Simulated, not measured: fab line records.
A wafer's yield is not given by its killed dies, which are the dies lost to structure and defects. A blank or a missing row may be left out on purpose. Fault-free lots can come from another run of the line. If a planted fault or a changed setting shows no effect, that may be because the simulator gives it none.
Chamber matching :: flow nand harc :: NHARC_A_CHANNEL_HOLE_D2_DEP_01 on pecvd-02: 3 sister chambers
The step deposits SiON, target thk 140 nm. 3 wafers are shown with their chamber, then 10 later ones without.

WAFERS PAIRED WITH THEIR CHAMBERS
wafer: L085.6
chamber: 0
heater power w (W): 909

wafer: L090.1
chamber: 2
heater power w (W): 913

wafer: L090.2
chamber: 1
heater power w (W): 766

WAFERS WHOSE CHAMBER IS MISSING
wafer: L090.5
heater power w (W): 806

wafer: L091.1
heater power w (W): 919

wafer: L091.5
heater power w (W): 936

wafer: L091.6
heater power w (W): 918

wafer: L096.1
heater power w (W): 922

wafer: L096.3
heater power w (W): 771

wafer: L096.4
heater power w (W): 780

wafer: L097.1
heater power w (W): 913

wafer: L097.3
heater power w (W): 709

wafer: L097.6
heater power w (W): 737

WHICH CHAMBER EACH WENT THROUGH
wafer: L090.5
from the rows above: 1
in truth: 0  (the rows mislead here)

wafer: L091.1
from the rows above: can't be placed: 2 or 0
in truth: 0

wafer: L091.5
from the rows above: can't be placed: 2 or 0
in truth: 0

wafer: L091.6
from the rows above: can't be placed: 2 or 0
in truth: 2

wafer: L096.1
from the rows above: can't be placed: 2 or 0
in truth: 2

wafer: L096.3
from the rows above: 1
in truth: 1

wafer: L096.4
from the rows above: 1
in truth: 1

wafer: L097.1
from the rows above: can't be placed: 2 or 0
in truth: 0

wafer: L097.3
from the rows above: 1
in truth: 1

wafer: L097.6
from the rows above: 1
in truth: 1
Correctly placed: 4 of 10. From these rows, 5 cannot be placed; in 5 the true chamber is one of the candidates. Number placed wrongly: 1.
How it was worked out, from the rows above alone: a wafer's distance from a chamber is the root of the sum, over the readings, of the square of ((its reading less the chamber's mean) divided by the reading's scatter). The wafer belongs to the nearest chamber; if the next one is less than 2 further off, it can't be placed. Each chamber's mean is taken over the wafers shown for it. The scatter (one wafer shown for each chamber): square how far every hidden wafer sits from the nearest shown wafer, average those squares and take the square root.
